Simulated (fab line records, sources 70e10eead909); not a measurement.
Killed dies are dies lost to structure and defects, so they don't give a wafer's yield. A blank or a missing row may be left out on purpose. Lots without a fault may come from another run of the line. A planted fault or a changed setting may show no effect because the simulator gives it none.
fab line records | flow nand_harc
record lots=7 wafers=21 last_day=29
route steps=1302 shown P_CONTACT@248 P_M0@253
lots that met no fault: from a run of the same line without faults
start_h: hours from the record's first day to the start of the lot's first wafer shown | wait_h: hours since the lot's step before | " the same as in the row above | L1.1+2: a row that stands for several wafers | - no value, or no start given | * or withheld: withheld | < > ~ a bound
route shown NAME@n: a module of which the file shows steps, and the number in the route of the first | usual: mean/standard deviation of fault-free wafers | same: alike in all rows | chamber/n: place in a boat | sites: the reading at each site | _std_site: their standard deviation | _edge_site: outer sites' mean less inner sites' | radius_mm: how far each site lies from the wafer's centre | mask NAME#n: copy n | behind: the tool/chamber that last shaped the wafer | hold: why the lot was held/for how many hours/how that ended | device: the transistor (n, p or np) that didn't switch | end of line: the same wafers' tests at the end of the route | a step without rows: its recipe alone | killed: dies lost to structure and defects at the first sort, not the wafer's yield | map: a wafer's dies, x killed, . not, _ none there
set.NAME: the setting as run; set.NAME@STEP: as run at that earlier step | model.NAME: the simulator's own value behind a step, which no gauge read
lots at some steps of the route; a table a step, a row a wafer
services: from which hour (start_h, from the record's first day; less than 0 if before it) a tool's chamber was out of use, for how many hours, and why
## steps
# step NHARC_P_CONTACT_CVD_23
# recipe target_thk_a=2000 temp_c=300 pressure_torr=40 wf6_flow_sccm=40 h2_flow_sccm=1600 ar_flow_sccm=1560 time_s=557 material=W
# usual heater_power_w=510/63 mfc_ar_sccm=1560/4.2 throttle_valve_pct=7.86/0.23
# columns lot.wafer tool chamber start_h wait_h heater_power_w mfc_ar_sccm throttle_valve_pct
L576.1 cvd_w-01 0 - - 581 1560 7.82
L576.3 " 1 " " 488 1557 7.94
L576.6 " 0 " " 616 1564 7.57
L580.4 cvd_w-02 1 - - 485 1561 7.59
L580.5 " 1 " " 465 1564 7.98
L580.6 " 1 " " 479 1567 7.77
L582.1 cvd_w-02 1 - - 486 1551 7.65
L582.2 " 0 " " 419 1556 7.96
L582.4 " 1 " " 471 1561 7.91
L589.2 cvd_w-01 0 - - 585 1571 7.66
L589.4 " 1 " " 477 1551 8.00
L589.5 " 0 " " 588 1560 7.53
L590.2 cvd_w-01 0 - - 588 1558 8.00
L590.3 " 1 " " 480 1562 7.77
L590.6 " 0 " " 583 1554 7.74
L593.4 cvd_w-02 0 - - 414 1556 8.25
L593.3 " 1 " " 508 1557 7.07
L593.6 " 0 " " 413 1555 7.78
L594.2 cvd_w-01 0 - - 593 1568 8.02
L594.3 " 1 " " 489 1564 7.78
L594.4 " 0 " " 589 1563 7.73
# step NHARC_P_CONTACT_CMP_24
# recipe t_overpolish_s=30 target_thk_nm=200
# usual motor_current_A=12.2/1.2 overpolish_run_s=30.000/0.0088 pad_life_wafers=173/100 slurry_filter_dp_kPa=13.51/0.13 time_to_endpoint_s=41/4
# same t_overpolish_s=30
# columns lot.wafer tool chamber start_h wait_h motor_current_A overpolish_run_s pad_life_wafers slurry_filter_dp_kPa time_to_endpoint_s
L576.3 cmp-01 2 135.20 0.3 12.2 29.997 223 13.46 39
L576.1 " 3 " " 10.8 30.002 224 13.54 42
L576.6 " 1 " " 10.9 30.002 - 13.49 42
L580.4 cmp-04 2 173.81 0.5 13.8 29.994 205 13.28 43
L580.6 " 1 " " 12.7 30.002 - 13.73 45
L580.5 " 2 " " 15.2 30.003 - 13.39 47
L582.4 cmp-01 1 195.95 0.4 10.9 29.996 30 13.53 41
L582.1 " 3 " " 11.1 29.999 32 13.53 40
L582.2 " 0 " " 10.7 29.997 33 13.48 40
L589.2 cmp-04 0 266.22 0.5 11.4 29.998 186 13.46 46
L589.4 " 3 " " 12.9 29.995 189 13.47 37
L589.5 " 0 " " 11.5 29.990 - 13.58 43
L590.3 cmp-02 2 277.25 0.4 11.8 29.995 132 13.55 37
L590.2 " 1 " " 12.0 29.996 135 13.48 35
L590.6 " 2 " " 11.9 30.010 - 13.53 42
L593.4 cmp-04 0 302.73 0.4 11.3 30.010 378 13.39 39
L593.3 " 2 " " 14.5 29.988 380 13.70 40
L593.6 " 1 " " 12.3 29.998 - 13.52 41
L594.3 cmp-01 2 303.36 0.4 13.2 30.001 90 13.70 35
L594.2 " 3 " " 11.3 29.991 91 13.33 41
L594.4 " 0 " " 11.5 29.999 92 13.29 40
# step NHARC_P_CONTACT_SRD_26
# step NHARC_P_CONTACT_INSPECT_27
# usual raw_defect_count=276/130
# columns lot.wafer tool chamber start_h wait_h raw_defect_count
L576.1 defect_inspect-01 - 135.58 0.1 349
L576.3 " - " " 271
L576.6 " - " " 257
L580.4 defect_inspect-01 - 174.19 0.1 320
L580.5 " - " " 321
L580.6 " - " " 310
L582.1 defect_inspect-01 - 196.35 0.1 78
L582.2 " - " " 179
L582.4 " - " " 185
L589.2 defect_inspect-02 - 266.62 0.1 196
L589.4 " - " " 193
L589.5 " - " " 330
L590.2 defect_inspect-01 - 277.65 0.1 274
L590.3 " - " " 216
L590.6 " - " " 170
L593.3 defect_inspect-02 - 303.13 0.1 599
L593.4 " - " " 563
L593.6 " - " " 462
L594.2 defect_inspect-02 - 303.76 0.1 152
L594.3 " - " " 177
L594.4 " - " " 135
# step NHARC_P_M0_DEP_00
# recipe target_thk_a=1500 target_thk_nm=150 temp_c=withheld pressure_torr=5 flow_sccm=200 rf_w=600 material=SiOC
# step NHARC_P_M0_DEHYDRATE_01
# recipe temp_c=150 time_s=120
# step NHARC_P_M0_HMDS_02
# recipe time_s=30
# step NHARC_P_M0_COAT_33
# recipe temp_c=200 time_s=65
# step NHARC_P_M0_COAT_03
# recipe spin_rpm=1500 resist_thk_nm=90
# step NHARC_P_M0_SOFTBAKE_04
# recipe temp_c=105 time_s=55
# step NHARC_P_M0_EBR_05
# step NHARC_P_M0_EXPOSE_06
# recipe na=1.35 target_cd_nm=90 dose_mj=81.28 mask_id=P_M0
# usual exposure_dose_mJ_cm2=81.19/0.08 focus_offset_nm=0.2/0.53
# columns lot.wafer tool chamber start_h wait_h mask exposure_dose_mJ_cm2 focus_offset_nm
L576.1 arfi_scanner-02 0 136.21 - P_M0#0 81.26 0.6
L576.3 " 0 " " P_M0#0 81.19 0.0
L576.6 " 0 " " P_M0#0 81.28 0.2
L580.4 arfi_scanner-01 0 174.96 - P_M0#0 81.14 -0.9
L580.5 " 0 " " P_M0#0 81.24 -0.6
L580.6 " 0 " " P_M0#0 81.33 0.0
L582.1 arfi_scanner-02 0 196.99 - P_M0#0 81.05 0.2
L582.2 " 0 " " P_M0#0 81.08 -0.4
L582.4 " 0 " " P_M0#0 81.12 -0.5
L589.2 arfi_scanner-02 0 267.39 - P_M0#0 81.16 -0.4
L589.4 " 0 " " P_M0#0 81.26 0.2
L589.5 " 0 " " P_M0#0 81.23 0.4
L590.2 arfi_scanner-01 0 278.42 - P_M0#0 50.28 0.7
L590.3 " 0 " " P_M0#0 50.23 0.1
L590.6 " 0 " " P_M0#0 50.20 0.4
L593.3 arfi_scanner-01 0 303.90 - P_M0#0 56.38 0.1
L593.4 " 0 " " P_M0#0 56.43 0.0
L593.6 " 0 " " P_M0#0 56.49 0.2
L594.2 arfi_scanner-01 0 304.43 - P_M0#0 58.37 -0.4
L594.3 " 0 " " P_M0#0 58.44 -0.2
L594.4 " 0 " " P_M0#0 58.29 0.0
# step NHARC_P_M0_PEB_07
# recipe peb_temp_c=100 peb_time_s=65
# step NHARC_P_M0_DEVELOP_08
# recipe develop_time_s=35 dev_temp_c=23
# step NHARC_P_M0_CD_MEAS_09
# recipe target_cd_nm=90 landing_energy_ev=500
# usual cd_nm=89.9/0.57
# columns lot.wafer tool chamber start_h wait_h cd_nm
L576.1 cd_sem-03 0 136.35 - 90.3
L576.3 " 0 " " 90.3
L576.6 " 0 " " 90.0
L580.4 cd_sem-01 0 175.09 - 90.3
L580.5 " 0 " " 90.6
L580.6 " 0 " " 90.9
L582.1 cd_sem-03 0 197.13 - 89.2
L582.2 " 0 " " 90.0
L582.4 " 0 " " 90.1
L589.2 cd_sem-02 0 267.53 - 89.9
L589.4 " 0 " " 89.6
L589.5 " 0 " " 90.6
L590.2 cd_sem-02 0 278.56 - 60.1
L590.3 " 0 " " 60.5
L590.6 " 0 " " 60.1
L593.3 cd_sem-02 0 304.03 - 67.4
L593.4 " 0 " " 67.9
L593.6 " 0 " " 67.2
L594.2 cd_sem-01 0 304.57 - 69.7
L594.3 " 0 " " 68.7
L594.4 " 0 " " 69.5
# step NHARC_P_M0_OVL_MEAS_10
# recipe pitch_nm=180
# usual overlay_x_nm=0.1/0.87 overlay_y_nm=-0.1/0.97
# columns lot.wafer tool chamber start_h wait_h overlay_x_nm overlay_y_nm
L576.1 overlay-01 - 136.44 - -0.5 -0.6
L576.3 " - " " -0.1 -0.5
L576.6 " - " " -0.2 -0.4
L580.4 overlay-02 - 175.17 - -0.7 1.4
L580.5 " - " " -0.6 1.4
L580.6 " - " " -0.4 1.7
L582.1 overlay-02 - 197.22 - 0.7 -1.2
L582.2 " - " " 0.4 -1.7
L582.4 " - " " 0.0 -1.3
L589.2 overlay-01 - 267.62 - 1.1 -1.0
L589.4 " - " " 1.0 -0.5
L589.5 " - " " 0.8 -0.1
L590.2 overlay-01 - 278.64 - 0.1 0.6
L590.3 " - " " 1.2 0.5
L590.6 " - " " -0.2 0.9
L593.3 overlay-01 - 304.12 - 0.4 -0.5
L593.4 " - " " -0.2 -0.4
L593.6 " - " " -0.2 0.1
L594.2 overlay-01 - 304.66 - 1.0 -1.9
L594.3 " - " " 1.6 -1.7
L594.4 " - " " 1.1 -1.4
# step NHARC_P_M0_INSPECT_11
# usual raw_defect_count=4.5/2.5
# columns lot.wafer tool chamber start_h wait_h raw_defect_count
L576.1 defect_inspect-02 - 136.48 0.0 2
L576.3 " - " " 5
L576.6 " - " " 5
L580.4 defect_inspect-02 - 175.21 0.0 3
L580.5 " - " " 3
L580.6 " - " " 6
L582.1 defect_inspect-01 - 197.26 0.0 6
L582.2 " - " " 0
L582.4 " - " " 6
L589.2 defect_inspect-01 - 267.65 0.0 4
L589.4 " - " " 4
L589.5 " - " " 3
L590.2 defect_inspect-01 - 278.68 0.0 4
L590.3 " - " " 7
L590.6 " - " " 6
L593.3 defect_inspect-02 - 304.15 0.0 3
L593.4 " - " " 3
L593.6 " - " " 1
L594.2 defect_inspect-01 - 304.69 0.0 8
L594.3 " - " " 4
L594.4 " - " " 1
# step NHARC_P_M0_DESCUM_14
# recipe time_s=3 o2_flow_sccm=200 ar_flow_sccm=0 bias_power_w=0 chemistry=O2
# usual drypump_motor_current_A=5.6/0.34 mfc_ar_sccm=0.005/0.011 oes_product_au=0.995/0.01 rf_vpp_V=57.8/0.8 showerhead_plenum_p_Torr=1.91/0.079 throttle_valve_pct=11.311/0.011
# columns lot.wafer tool chamber start_h wait_h drypump_motor_current_A mfc_ar_sccm oes_product_au rf_hours_counter_h rf_vpp_V showerhead_plenum_p_Torr throttle_valve_pct model.P_M0.cd_nm
L576.3 rie_diel-04 3 136.54 0.1 5.8 0 1.000 24 57.4 1.89 11.290 90.21
L576.1 " 1 " " 5.6 0 0.984 21 56.7 1.85 11.295 90.03
L576.6 " 0 " " 5.1 0 1.001 - 58.7 1.87 11.313 90.98
L580.4 rie_diel-06 0 175.27 0.1 5.3 0.039 1.007 9 57.4 1.86 11.302 90.6
L580.5 " 0 " " 5.2 0.039 1.004 - 57.6 1.86 11.305 90.14
L580.6 " 1 " " 5.6 0 0.995 - 57.9 1.79 11.302 90.99
L582.4 rie_diel-01 1 197.33 0.1 6.0 0.009 1.002 54 57.9 1.95 11.315 89.24
L582.2 " 2 " " 5.5 0 0.981 58 58.1 1.91 11.329 90.85
L582.1 " 3 " " 6.1 0.002 1.010 57 59.4 2.06 11.305 89.95
L589.2 rie_diel-04 1 267.85 0.2 5.6 0 1.007 17 58.6 1.84 11.341 90.05
L589.4 " 2 " " 5.7 0 1.010 16 58.4 2.02 11.324 89.67
L589.5 " 1 " " 5.6 0 0.994 - 57.2 1.84 11.320 90.79
L590.3 rie_diel-04 3 278.76 0.1 5.8 0 0.997 20 58.4 1.89 11.320 60.8
L590.2 " 0 " " 5.1 0 1.000 18 56.9 1.86 11.318 60.82
L590.6 " 1 " " 5.6 0 1.008 - 57.9 1.84 11.320 60.1
L593.3 rie_diel-06 1 304.24 0.1 5.6 0 0.989 56 57.2 1.78 11.301 67.05
L593.4 " 2 " " 6.2 0.008 0.979 - 58.1 1.93 11.314 67.6
L593.6 " 3 " " 5.2 0.005 0.994 - 57.3 1.92 11.320 67.06
L594.2 rie_diel-06 2 304.75 0.1 6.3 0.008 0.986 61 56.6 1.93 11.309 69.45
L594.3 " 3 " " 5.3 0.005 0.983 54 59.2 1.92 11.319 68.48
L594.4 " 3 " " 5.3 0.005 0.999 - 56.5 1.92 11.313 69.54
# step NHARC_P_M0_ETCH_34
# recipe target_depth_a=400 overetch_a=120 time_s=43.94 ion_energy_ev=200 n2_flow_sccm=150 h2_flow_sccm=150 ar_flow_sccm=0 rf_w=400 bias_w=150 chemistry=N2/H2
# usual drypump_motor_current_A=5.6/0.35 h2_flow_sccm=150.0/0.44 mfc_ar_sccm=0.005/0.0099 oes_product_au=0.996/0.01 rf_vpp_V=430.7/2.6 showerhead_plenum_p_Torr=2.04/0.091 throttle_valve_pct=14.171/0.0092
# columns lot.wafer tool chamber start_h wait_h drypump_motor_current_A h2_flow_sccm mfc_ar_sccm oes_product_au rf_hours_counter_h rf_vpp_V showerhead_plenum_p_Torr throttle_valve_pct
L576.3 rie_diel-04 1 136.64 0.1 5.6 149.9 0 0.983 21 428.8 1.97 14.170
L576.1 " 2 " " 5.7 150.1 0 1.007 22 433.7 2.17 14.155
L576.6 " 0 " " 5.1 150.2 0 1.016 - 428.6 1.99 14.167
L580.4 rie_diel-06 1 175.36 0.1 5.6 150.2 0 0.990 9 427.6 1.91 14.177
L580.6 " 3 " " 5.2 149.7 0.005 0.999 - 429.5 2.06 14.178
L580.5 " 0 " " 5.3 150.2 0.039 1.003 - 429.6 1.98 14.178
L582.4 rie_diel-01 1 197.41 0.1 6.0 150.1 0.009 1.002 54 432.6 2.08 14.182
L582.2 " 2 " " 5.5 149.9 0 0.988 58 431.3 2.04 14.156
L582.1 " 3 " " 6.1 149.7 0.002 1.004 57 435.9 2.20 14.162
L589.4 rie_diel-04 0 267.99 0.1 5.1 149.0 0 1.002 16 429.0 1.99 14.169
L589.2 " 1 " " 5.6 150.1 0 1.001 17 428.3 1.96 14.189
L589.5 " 2 " " 5.7 149.4 0 0.996 - 433.8 2.16 14.160
L590.3 rie_diel-04 0 278.83 0.1 5.1 149.9 0 1.012 18 428.8 1.98 14.181
L590.2 " 2 " " 5.7 149.9 0 1.004 18 432.3 2.16 14.184
L590.6 " 1 " " 5.6 149.9 0 0.999 - 428.2 1.96 14.163
L593.3 rie_diel-06 3 304.32 0.1 5.3 150.1 0.005 1.004 54 431.4 2.04 14.172
L593.6 " 1 " " 5.6 150.5 0 1.003 - 427.5 1.89 14.165
L593.4 " 2 " " 6.3 149.4 0.008 1.006 - 430.9 2.06 14.168
L594.3 rie_diel-06 2 304.85 0.1 6.3 150.1 0.008 0.999 61 431.3 2.06 14.180
L594.2 " 1 " " 5.6 150.2 0 0.999 56 427.9 1.89 14.176
L594.4 " 3 " " 5.3 150.7 0.005 1.008 - 431.0 2.04 14.170
# step NHARC_P_M0_ETCH_15
# recipe target_depth_a=1500 overetch_a=150 time_s=82.5 c4f8_flow_sccm=withheld ar_flow_sccm=400 rf_w=600 bias_w=300 chemistry=C4F8/Ar
# usual oes_product_au=0.948/0.022 rf_vpp_V=441.0/2.7
# columns lot.wafer tool chamber start_h wait_h oes_product_au rf_hours_counter_h rf_vpp_V model.P_M0.cd_nm
L576.3 rie_diel-04 2 - - 0.971 22 444.5 89.85
L576.1 " 3 " " 0.963 24 438.4 89.91
L576.6 " 2 " " 0.971 - 442.9 91.12
L580.4 rie_diel-06 0 - - 0.961 9 438.9 90.85
L580.5 " 3 " " 0.960 - 443.0 90.92
L580.6 " 0 " " 0.961 - 439.2 91.02
L582.1 rie_diel-01 0 - - 0.918 50 436.2 89.89
L582.2 " 1 " " 0.920 54 441.9 90.63
L582.4 " 2 " " 0.910 58 440.8 89.56
L589.2 rie_diel-04 0 - - 0.952 16 440.0 89.31
L589.4 " 1 " " 0.950 17 437.9 89.02
L589.5 " 0 " " 0.959 - 438.9 90.32
L590.3 rie_diel-04 1 - - 0.963 19 439.0 60.29
L590.2 " 3 " " 0.970 20 439.0 60.4
L590.6 " 1 " " 0.966 - 438.6 59.16
L593.3 rie_diel-06 3 - - 0.926 54 441.7 66.89
L593.6 " 2 " " 0.924 - 439.5 67.44
L593.4 " 3 " " 0.920 - 441.2 68.03
L594.3 rie_diel-06 3 - - 0.921 54 441.0 68.63
L594.2 " 1 " " 0.916 57 436.2 69.47
L594.4 " 3 " " 0.922 - 442.5 69.39
# step NHARC_P_M0_CD_MEAS_16
# usual cd_nm=89.9/0.75
# columns lot.wafer tool chamber start_h wait_h cd_nm
L576.1 cd_sem-01 - 136.85 - 89.7
L576.3 " - " " 90.0
L576.6 " - " " 91.3
L580.4 cd_sem-03 - 175.62 - 90.8
L580.5 " - " " 90.6
L580.6 " - " " 91.0
L582.1 cd_sem-02 - 197.69 - 90.1
L582.2 " - " " 90.8
L582.4 " - " " 89.4
L589.2 cd_sem-01 - 268.19 - 89.3
L589.4 " - " " 88.9
L589.5 " - " " 90.3
L590.2 cd_sem-01 - 279.04 - 60.6
L590.3 " - " " 60.3
L590.6 " - " " 59.2
L593.3 cd_sem-02 - 304.56 - 67.1
L593.4 " - " " 68.5
L593.6 " - " " 67.6
L594.2 cd_sem-02 - 305.10 - 69.4
L594.3 " - " " 68.5
L594.4 " - " " 69.6
## services
# columns tool chamber start_h hours kind
cmp-04 - 111.07 4.0 pm
rie_diel-01 0 112.59 12.4 repair
arfi_scanner-01 - 115.55 12.6 repair
cmp-04 - 121.70 8.3 repair
rie_diel-04 - 121.89 0.8 repair
cmp-01 - 128.44 1.2 repair
rie_diel-06 - 130.24 9.0 pm
arfi_scanner-02 - 141.86 4.0 pm
cvd_w-01 1 153.72 3.1 repair
arfi_scanner-02 - 160.76 0.2 repair
cvd_w-02 0 166.49 8.0 repair
cvd_w-01 - 175.39 0.6 repair
rie_diel-04 - 177.96 9.0 pm
cvd_w-01 - 185.00 13.0 pm
arfi_scanner-01 - 205.10 0.5 repair
rie_diel-04 0 219.79 1.2 repair
rie_diel-04 2 232.33 4.7 repair
arfi_scanner-01 - 241.36 3.4 repair
arfi_scanner-01 - 252.00 4.0 pm
rie_diel-04 0 260.79 2.2 repair
rie_diel-06 - 269.11 0.7 repair
arfi_scanner-01 - 279.41 3.3 repair
cvd_w-01 - 291.43 0.4 repair
rie_diel-06 0 303.66 2.0 repair
## key
first_sign step=NHARC_P_M0_EXPOSE_06 reading=exposure_dose_mJ_cm2 direction=down sigmas=99+ usual=81.19 struck=55.01
effect step=NHARC_P_M0_CD_MEAS_09 reading=cd_nm direction=down sigmas=42 usual=89.9 struck=65.7 through=control_loop
effect step=NHARC_P_M0_CD_MEAS_16 reading=cd_nm direction=down sigmas=32 usual=89.9 struck=65.6 through=control_loop
model_effect step=NHARC_P_M0_DESCUM_14 value=P_M0.cd_nm without=89.9 struck=65.66
model_effect step=NHARC_P_M0_ETCH_15 value=P_M0.cd_nm without=89.76 struck=65.52
met_at NHARC_P_M0_EXPOSE_06
struck_wafers L590.2,L590.3,L590.6,L593.3,L593.4,L593.6,L594.2,L594.3,L594.4
later_rows_left_out L590.2,L590.3,L590.6,L593.3,L593.4,L593.6,L594.2,L594.3,L594.4
sort_left_out L590.2,L590.3,L590.6,L593.3,L593.4,L593.6,L594.2,L594.3,L594.4
loop_trim step=NHARC_P_M0_EXPOSE_06 setting=dose lots=L593,L594
onset_between 174.96 278.42
fault kind=process_parameter_drift tool=arfi_scanner-01 chamber=- onset_h=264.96 steps=NHARC_P_M0_EXPOSE_06 channel=dose_mj offset=-31.058 shape=step acts_in=these_recipes_only stated=81.28
# sort_left_out: the simulated sort isn't trusted on such a fault, so these wafers' sort isn't shown, and their yield isn't known
# later_rows_left_out: the simulator's readings of these wafers behind a module that went badly wrong aren't trusted and aren't shown, but for the sort
# loop_trim: a control loop set the setting to another value than it would have without faults
